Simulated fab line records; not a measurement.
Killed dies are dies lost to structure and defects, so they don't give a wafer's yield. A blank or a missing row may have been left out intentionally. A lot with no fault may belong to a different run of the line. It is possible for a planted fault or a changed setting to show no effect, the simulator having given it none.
fab line records    flow n5_finfet    part 2 of 2: steps 22 to 28 of 28
record: lots: 5  wafers: 15  last_day: 20
route steps=1938 shown BEOL_M1@799
lots with no fault: from the same line, run without faults
start_h: start of the lot's first displayed wafer, in hours after the record's first day    wait_h: time in hours since the lot's previous step    " repeats the value in the row above    L1.1+2: a single row standing in for several wafers    - no value, or no start was given    * or withheld: withheld    < > ~ a bound
route shown NAME@n: names a module that has steps shown in the file, with the first one's number in the route    usual: mean/standard deviation taken from wafers without a fault    same: alike in all rows    chamber/n: place in a boat    sites: the reading at each site    _std_site: standard deviation across them    _edge_site: inner sites' mean taken away from outer sites' mean    radius_mm: how far each site lies from the wafer's centre    mask NAME#n: copy n    behind: the last tool/chamber to shape the wafer    hold: the reason the lot was held/the length of the hold in hours/how it ended    device: the n, p or np transistor that did not switch    end of line: tests of these same wafers at the route's end    step lacking rows: just its recipe    killed: the dies lost at the first sort to structure and to defects; this is not the yield of the wafer    map: per-die view of a wafer (x killed, . not killed, _ where there is no die)
set.NAME: setting as actually run; set.NAME@STEP: the setting as run at that earlier step    model.NAME: the simulator's own value behind a step, which no gauge read
lots at selected steps of the route; one table per step, one row per wafer
services: the hour from which a tool's chamber was out of use, counted from the record's first day as start_h (under 0 if before that day), plus the number of hours and why
== steps ==
step: N5_BEOL_M1_SPUTTER_86
recipe: material: Cu  target_thk_a: 45  temp_c: -20  chamber_pressure_pa: 0.07  power_w: withheld  time_s: 8.29
usual: chamber_pressure_pa: 0.07/0.00015  susceptor_temp_C: -20.00/0.094  throttle_valve_pct: 30.2/1.3
lot.wafer  tool            chamber  start_h  wait_h  chamber_pressure_pa  susceptor_temp_C  throttle_valve_pct
L080.1     pvd_sputter-02  -        172.93   0.1     0.07028              -20.00            30.6
L080.3     "               -        "        "       0.06989              -20.14            28.9
L080.6     "               -        "        "       0.06987              -20.00            29.0
L083.3     pvd_sputter-03  -        184.43   0.1     0.07013              -19.93            31.7
L083.4     "               -        "        "       0.06991              -19.97            29.9
L083.6     "               -        "        "       0.06966              -20.17            30.1
L088.2     pvd_sputter-01  -        224.84   0.1     0.07002              -19.94            28.8
L088.3     "               -        "        "       0.06986              -19.90            30.2
L088.4     "               -        "        "       0.0698               -20.03            32.0
L092.1     pvd_sputter-03  -        238.96   0.1     0.06979              -20.14            30.0
L092.2     "               -        "        "       0.06997              -20.10            31.8
L092.4     "               -        "        "       0.07028              -20.07            28.5
L093.2     pvd_sputter-01  -        241.70   0.1     0.06991              -20.08            31.5
L093.4     "               -        "        "       0.06975              -19.95            28.7
L093.5     "               -        "        "       0.07012              -20.07            31.6
step: N5_BEOL_M1_ANNEAL_87
recipe: temp_c: 400  time_s: 240  ambient: vacuum
usual: heater_power_w: 815/110  susceptor_temp_C: 400.00/0.22
lot.wafer  tool            chamber  start_h  wait_h  heater_power_w  susceptor_temp_C
L080.1     pvd_sputter-02  -        173.01   0.0     778             399.94
L080.3     "               -        "        "       667             400.29
L080.6     "               -        "        "       666             400.21
L083.3     pvd_sputter-03  -        184.51   0.0     903             400.06
L083.4     "               -        "        "       982             399.97
L083.6     "               -        "        "       1006            400.41
L088.2     pvd_sputter-01  -        224.92   0.0     771             400.00
L088.3     "               -        "        "       698             399.74
L088.4     "               -        "        "       1019            399.95
L092.1     pvd_sputter-03  -        239.04   0.0     975             399.99
L092.2     "               -        "        "       856             400.23
L092.4     "               -        "        "       765             400.38
L093.2     pvd_sputter-01  -        241.78   0.0     769             399.87
L093.4     "               -        "        "       797             399.81
L093.5     "               -        "        "       760             400.08
step: N5_BEOL_M1_SPUTTER_88
recipe: material: Cu  target_thk_a: 45  temp_c: -20  chamber_pressure_pa: 0.07  power_w: withheld  time_s: 8.29
usual: chamber_pressure_pa: 0.07/0.00014  susceptor_temp_C: -19.99/0.1  throttle_valve_pct: 30.2/1.3
lot.wafer  tool            chamber  start_h  wait_h  chamber_pressure_pa  susceptor_temp_C  throttle_valve_pct
L080.1     pvd_sputter-02  -        173.15   0.1     0.07                 -19.88            30.6
L080.3     "               -        "        "       0.06988              -20.21            28.9
L080.6     "               -        "        "       0.06992              -20.23            28.7
L083.3     pvd_sputter-03  -        184.65   0.1     0.07006              -20.07            32.4
L083.4     "               -        "        "       0.07024              -20.07            30.1
L083.6     "               -        "        "       0.07024              -19.93            29.8
L088.2     pvd_sputter-01  -        225.06   0.1     0.07012              -20.09            28.9
L088.3     "               -        "        "       0.06989              -20.01            30.2
L088.4     "               -        "        "       0.07008              -20.01            32.2
L092.1     pvd_sputter-03  -        239.18   0.1     0.06993              -19.96            30.0
L092.2     "               -        "        "       0.06999              -19.99            31.7
L092.4     "               -        "        "       0.06988              -20.00            28.5
L093.2     pvd_sputter-01  -        241.92   0.1     0.06999              -20.01            31.5
L093.4     "               -        "        "       0.07003              -20.00            28.9
L093.5     "               -        "        "       0.06997              -19.98            31.5
step: N5_BEOL_M1_ANNEAL_89
recipe: temp_c: 400  time_s: 240  ambient: vacuum
usual: heater_power_w: 814/110  susceptor_temp_C: 399.99/0.2
lot.wafer  tool            chamber  start_h  wait_h  heater_power_w  susceptor_temp_C
L080.1     pvd_sputter-02  -        173.23   0.0     778             400.04
L080.3     "               -        "        "       674             399.87
L080.6     "               -        "        "       701             399.63
L083.3     pvd_sputter-03  -        184.73   0.0     879             399.73
L083.4     "               -        "        "       1002            399.96
L083.6     "               -        "        "       977             400.02
L088.2     pvd_sputter-01  -        225.14   0.0     774             399.93
L088.3     "               -        "        "       696             400.21
L088.4     "               -        "        "       1015            399.89
L092.1     pvd_sputter-03  -        239.26   0.0     991             400.24
L092.2     "               -        "        "       878             400.25
L092.4     "               -        "        "       763             399.81
L093.2     pvd_sputter-01  -        242.00   0.0     764             400.15
L093.4     "               -        "        "       768             399.96
L093.5     "               -        "        "       750             400.05
step: N5_BEOL_M1_SPUTTER_90
recipe: material: Cu  target_thk_a: 45  temp_c: -20  chamber_pressure_pa: 0.07  power_w: withheld  time_s: 8.29
usual: chamber_pressure_pa: 0.06998/0.00014  susceptor_temp_C: -20.00/0.1  throttle_valve_pct: 30.2/1.3
lot.wafer  tool            chamber  start_h  wait_h  chamber_pressure_pa  susceptor_temp_C  throttle_valve_pct
L080.1     pvd_sputter-02  -        174.78   1.5     0.06976              -20.05            30.5
L080.3     "               -        "        "       0.06986              -19.85            29.0
L080.6     "               -        "        "       0.06979              -19.83            28.6
L083.3     pvd_sputter-03  -        184.87   0.1     0.07009              -19.89            32.0
L083.4     "               -        "        "       0.06993              -20.00            29.7
L083.6     "               -        "        "       0.06985              -19.94            29.9
L088.2     pvd_sputter-01  -        225.28   0.1     0.06999              -19.83            28.8
L088.3     "               -        "        "       0.07005              -20.00            30.4
L088.4     "               -        "        "       0.06999              -20.10            32.0
L092.1     pvd_sputter-03  -        239.40   0.1     0.07005              -20.06            29.9
L092.2     "               -        "        "       0.07017              -20.01            31.8
L092.4     "               -        "        "       0.07                 -19.91            28.5
L093.2     pvd_sputter-01  -        242.14   0.1     0.07007              -20.09            31.5
L093.4     "               -        "        "       0.06967              -20.02            29.1
L093.5     "               -        "        "       0.07026              -20.08            31.3
step: N5_BEOL_M1_ANNEAL_91
recipe: temp_c: 400  time_s: 240  ambient: vacuum
usual: heater_power_w: 814/110  susceptor_temp_C: 400.03/0.24
lot.wafer  tool            chamber  start_h  wait_h  heater_power_w  susceptor_temp_C
L080.1     pvd_sputter-02  -        174.86   0.0     796             400.84
L080.3     "               -        "        "       690             399.86
L080.6     "               -        "        "       699             399.88
L083.3     pvd_sputter-03  -        184.95   0.0     874             399.62
L083.4     "               -        "        "       982             400.18
L083.6     "               -        "        "       967             400.23
L088.2     pvd_sputter-01  -        225.36   0.0     784             400.23
L088.3     "               -        "        "       693             399.93
L088.4     "               -        "        "       1036            400.09
L092.1     pvd_sputter-03  -        239.48   0.0     974             400.06
L092.2     "               -        "        "       876             399.91
L092.4     "               -        "        "       779             400.01
L093.2     pvd_sputter-01  -        242.22   0.0     760             400.35
L093.4     "               -        "        "       776             400.03
L093.5     "               -        "        "       769             400.03
step: N5_BEOL_M1_SPUTTER_92
recipe: material: Cu  target_thk_a: 45  temp_c: -20  chamber_pressure_pa: 0.07  power_w: withheld  time_s: 8.29
usual: chamber_pressure_pa: 0.06999/0.00014  susceptor_temp_C: -19.98/0.1  throttle_valve_pct: 30.2/1.3
lot.wafer  tool            chamber  start_h  wait_h  chamber_pressure_pa  susceptor_temp_C  throttle_valve_pct
L080.1     pvd_sputter-02  -        175.00   0.1     0.06974              -19.98            30.8
L080.3     "               -        "        "       0.06991              -20.10            28.9
L080.6     "               -        "        "       0.06986              -20.25            28.7
L083.3     pvd_sputter-03  -        185.09   0.1     0.06977              -20.09            32.1
L083.4     "               -        "        "       0.07006              -20.02            29.9
L083.6     "               -        "        "       0.07008              -19.96            30.2
L088.2     pvd_sputter-01  -        225.50   0.1     0.07027              -19.78            28.4
L088.3     "               -        "        "       0.07                 -19.90            30.0
L088.4     "               -        "        "       0.06987              -19.91            32.2
L092.1     pvd_sputter-03  -        239.62   0.1     0.06988              -20.01            30.0
L092.2     "               -        "        "       0.06975              -20.05            32.0
L092.4     "               -        "        "       0.07                 -20.11            28.3
L093.2     pvd_sputter-01  -        242.36   0.1     0.06979              -19.84            31.6
L093.4     "               -        "        "       0.0701               -19.95            29.1
L093.5     "               -        "        "       0.06996              -19.95            31.8
== services ==
tool            chamber  start_h  hours  kind
rie_diel-06     0        152.53   -      clean
rie_diel-06     0        152.53   -      consumable_replace:focus_ring
rie_diel-06     0        152.53   21.1   scheduled_down
rie_diel-06     0        152.53   21.1   vent_cycle
cvd_co-01       -        154.79   6.9    pm
ald_metal-03    3        160.13   24.5   repair
rie_diel-06     3        179.10   4.1    repair
rie_diel-06     3        183.24   -      clean
rie_diel-06     3        183.24   -      consumable_replace:focus_ring
rie_diel-06     3        183.24   -      consumable_replace:showerhead
rie_diel-06     3        183.24   21.2   scheduled_down
rie_diel-06     3        183.24   21.2   vent_cycle
pvd_sputter-03  -        189.21   0.6    repair
rie_diel-03     0        200.42   -      clean
rie_diel-03     0        200.42   -      consumable_replace:focus_ring
rie_diel-03     0        200.42   14.1   scheduled_down
rie_diel-03     0        200.42   14.1   vent_cycle
ald_metal-03    -        207.08   6.0    pm
ald_metal-04    -        232.24   2.8    pm
wet_bench-03    -        233.20   2.2    repair
